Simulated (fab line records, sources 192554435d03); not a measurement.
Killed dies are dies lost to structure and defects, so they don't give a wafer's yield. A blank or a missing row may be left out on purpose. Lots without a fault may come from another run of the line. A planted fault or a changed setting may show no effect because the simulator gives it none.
Split-lot experiment | flow n5_finfet | 7 lots, 21 wafers read, on a route of 1938 steps

THE SPLIT
At N5_PMOS_HMC_CHANNEL_EPI_PEB_07 (peb time 60 s), the setting peb_temp_c was moved away from the recipe's 110 C on 4 of the 21 wafers read, by -3.3% to +2.1%. The other wafers ran this setting at the recipe's value.

FROM THE SPLIT TO THE READING: what the file shows between them, 1 step
- N5_PMOS_HMC_CHANNEL_EPI_DEVELOP_08: develop time 30 s

THE READING
cd_nm, in nm, at N5_PMOS_HMC_CHANNEL_EPI_CD_MEAS_09 (target cd 237.4 nm). Fault-free wafers of this fab line usually give 237.9 nm, standard deviation 1 nm.

wafer  | tool, chamber at the split | peb_temp_c as run, C | against the recipe | cd_nm, nm | against lot-mates on the recipe
L077.1 | litho_track-02, 0          | 110                  | recipe             | 238.5     | -
L077.2 | litho_track-02, 0          | 110                  | recipe             | 242.6     | -
L077.6 | litho_track-02, 0          | 110                  | recipe             | 239.6     | -
L079.2 | litho_track-04, 0          | 110                  | recipe             | 243.0     | -
L079.4 | litho_track-04, 0          | 110                  | recipe             | 239.7     | -
L079.6 | litho_track-04, 0          | 110                  | recipe             | 242.9     | -
L080.3 | litho_track-02, 0          | 112.3                | +2.1%              | 245.6     | +8.0
L080.4 | litho_track-02, 0          | 110                  | recipe             | 237.2     | -
L080.6 | litho_track-02, 0          | 110                  | recipe             | 238.0     | -
L081.1 | litho_track-05, 0          | 110                  | recipe             | 237.1     | -
L081.2 | litho_track-05, 0          | 110                  | recipe             | 237.4     | -
L081.3 | litho_track-05, 0          | 110                  | recipe             | 234.8     | -
L083.1 | litho_track-05, 0          | 110                  | recipe             | 237.8     | -
L083.3 | litho_track-05, 0          | 110                  | recipe             | 237.6     | -
L083.6 | litho_track-05, 0          | 106.4                | -3.3%              | 225.6     | -12.1
L085.2 | litho_track-04, 0          | 106.6                | -3.1%              | 231.7     | -12.4
L085.4 | litho_track-04, 0          | 110                  | recipe             | 244.1     | -
L085.6 | litho_track-04, 0          | 106.6                | -3.1%              | 227.7     | -16.4
L096.4 | litho_track-02, 0          | 110                  | recipe             | 239.5     | -
L096.5 | litho_track-02, 0          | 110                  | recipe             | 239.1     | -
L096.6 | litho_track-02, 0          | 110                  | recipe             | 239.5     | -

THE FIT
A straight line over all 21 wafers: cd_nm changes by +3.42 nm for each +1% of peb_temp_c; r = +0.87; the points scatter about the line by 2.5 nm.
The same after taking each lot's own level away (the mean of its wafers on the recipe; 21 wafers): +4.23 nm for each +1%; r = +0.97; scatter 1.4 nm.
On that fit, the largest move of peb_temp_c shifts the reading by 14 nm.
The lots' own levels span 236.43 to 244.10 nm, that is 7.7 times the standard deviation above.
So the lot-to-lot level changes the slope: the two fits differ.
Check: with one of the wafers moved furthest among these (-3.3%) left out of the fit, the line predicts -14.8 nm for it against its lot-mates. It came out at -12.1 nm against them.

OTHER SPLITS ON THESE WAFERS
These wafers also went through other splits before the reading. Each is held against what the fit with the lots' levels taken away leaves over:
other split on the same wafers            | wafers away from the commonest value | r with cd_nm (lot level and that fit taken away)
N5_ZERO_LAYER_COAT_05 spin_rpm            | 5                                    | -0.19
N5_ZERO_LAYER_EXPOSE_08 dose_mj           | 6                                    | -0.42
N5_PMOS_HMC_CHANNEL_EPI_EXPOSE_06 dose_mj | 6                                    | +0.49

THE WHOLE CHAIN: every reading that the file lists as answering this split, in the file's order
step                                  | what it does                                                           | reading                                                                     | change (the file's fit)                                                                             | r (the file's)
N5_PMOS_HMC_CHANNEL_EPI_CD_MEAS_09    | target cd 237.4 nm                                                     | cd_nm                                                                       | +4.1 nm for each +1% of the setting                                                                 | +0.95
N5_PMOS_HMC_CHANNEL_EPI_DESCUM_14     | chemistry O2, time 7.9 s                                               | PMOS_HMC_CHANNEL_EPI.cd_nm (the simulator's own value, which no gauge read) | +4.07 nm for each +1% of the setting                                                                | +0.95
N5_PMOS_HMC_CHANNEL_EPI_ETCH_32       | etches BARC in N2/H2, stops on SiO2, target depth 85.8 nm, time 50.3 s | PMOS_HMC_CHANNEL_EPI.cd_nm (the simulator's own value, which no gauge read) | +4.29 nm for each +1% of the setting                                                                | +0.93
N5_PMOS_HMC_CHANNEL_EPI_HM_OPEN_15    | chemistry CHF3/O2, target SiO2, target depth 40.6 nm, time 20.3 s      | PMOS_HMC_CHANNEL_EPI.cd_nm (the simulator's own value, which no gauge read) | +3.99 nm for each +1% of the setting, in a fit together with dose_mj@PMOS_HMC_CHANNEL_EPI_EXPOSE_06 | 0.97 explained
N5_PMOS_HMC_CHANNEL_EPI_ETCH_38       | etches SiO2 in CF4, target depth 1.5 nm                                | PMOS_HMC_CHANNEL_EPI.cd_nm (the simulator's own value, which no gauge read) | +3.97 nm for each +1% of the setting, in a fit together with dose_mj@PMOS_HMC_CHANNEL_EPI_EXPOSE_06 | 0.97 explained
N5_PMOS_HMC_CHANNEL_EPI_FIN_RECESS_16 | chemistry HBr/Cl2, target Si, target depth 54 nm, time 18 s            | PMOS_HMC_CHANNEL_EPI.cd_nm (the simulator's own value, which no gauge read) | +3.97 nm for each +1% of the setting, in a fit together with dose_mj@PMOS_HMC_CHANNEL_EPI_EXPOSE_06 | 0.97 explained

THE FILE'S OWN FIT
cd_nm changes by +4.1 nm for each +1% of peb_temp_c, r = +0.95.
